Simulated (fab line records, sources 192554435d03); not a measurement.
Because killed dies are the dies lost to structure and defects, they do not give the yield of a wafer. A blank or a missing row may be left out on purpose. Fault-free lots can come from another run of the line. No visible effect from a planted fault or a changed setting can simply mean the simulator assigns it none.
One fault through the eyes of 2 desks | flow n5-finfet | what lay behind the numbers comes last; until then each desk has only its own

== THE TOOL OWNER'S DESK: rie-si-06 ==
The tool's own readings at N5_DUMMY_GATE_ETCH_23 (etches poly-Si in HBr/Cl2/O2, target depth 41 nm, time 22.3 s): means of the sampled wafers that have a number, for each lot that ran on this tool. The brackets show how far a lot's mean lies from the usual mean; more than 4 standard deviations puts the lot out of limits, marked OUT.
Columns: A = HBr_flow_sccm at N5_DUMMY_GATE_ETCH_23, usual 150.0 sccm; B = drypump-motor-current-A at N5_DUMMY_GATE_ETCH_23, usual 5.6 A; C = oes-product-au at N5_DUMMY_GATE_ETCH_23, usual 1.003 a.u.; D = throttle-valve-pct at N5_DUMMY_GATE_ETCH_23, usual 37.2 %
lot  | first seen here | A     | B   | C                | D
L119 | day 6 16:06     | 150.1 | 5.3 | 1.005            | 37.1
L121 | day 7 07:02     | 150.2 | 5.5 | 0.911 (-4.4) OUT | 37.1
L123 | day 7 11:26     | 150.1 | 5.3 | 0.862 (-6.7) OUT | 37.0
This desk finds L121, L123 out of limits, L121 being first, at day 7 07:02 (oes-product-au at N5_DUMMY_GATE_ETCH_23). In limits: L119.

== FROM THE METROLOGY DESK ==
What the gauges read for every lot (on any tool): the sampled wafers with a number, averaged. The brackets show how far a lot's mean lies from the usual mean; more than 4 standard deviations puts the lot out of limits, marked OUT. Shown here are 7 of its 11 readings, the ones lying furthest out on some lot.
Columns: A = cd-nm at N5_DUMMY_GATE_CD_MEAS_50, usual 14.0 nm; B = DIBL_N at N5_BEOL_M4_RC_MEAS_101, usual 36.5 mV/V; C = ION_N at N5_BEOL_M4_RC_MEAS_101, usual 674 uA/um; D = ION_P at N5_BEOL_M4_RC_MEAS_101, usual 460 uA/um; E = SS_P at N5_BEOL_M4_RC_MEAS_101, usual 73.4 mV/dec; F = VT_N at N5_BEOL_M4_RC_MEAS_101, usual 249 mV; G = VT_P at N5_BEOL_M4_RC_MEAS_101, usual -250 mV
lot  | first seen here | A    | B    | C   | D   | E    | F   | G
L114 | day 5 04:15     | 13.7 | 37.9 | 687 | 462 | 73.8 | 244 | -251
L119 | day 6 15:46     | 13.8 | 36.7 | 674 | 466 | 73.0 | 250 | -247
L120 | day 6 19:49     | 13.4 | 38.3 | 678 | 460 | 74.0 | 248 | -249
L121 | day 7 06:35     | 13.9 | 37.8 | 656 | 445 | 73.1 | 251 | -257
L123 | day 7 11:06     | 13.7 | 38.4 | 677 | 463 | 74.0 | 248 | -250
L124 | day 7 18:32     | 13.7 | 38.3 | 692 | 463 | 74.2 | 245 | -250
This desk's verdict: no lot among the 6 shows anything out of limits.

== ALL TOGETHER ==
The tool owner's desk had the chance to raise an alarm at day 7 07:02 on L121, L123.
At the metrology desk, nothing out of limits was observed.
The metrology desk holds a record of L121, L123, inside its limits.
N5_DUMMY_GATE_ETCH_23 was run on rie-si-06 by each of the lots named.

== WHAT THE SIMULATOR PUT IN ==
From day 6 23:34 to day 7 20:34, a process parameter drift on rie-si-06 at N5_DUMMY_GATE_ETCH_23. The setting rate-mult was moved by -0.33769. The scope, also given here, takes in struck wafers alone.
Lots struck among those shown: L121, L123.
How many hours passed from the start of the fault until each desk's first out-of-limits reading: the tool owner's desk, 7.
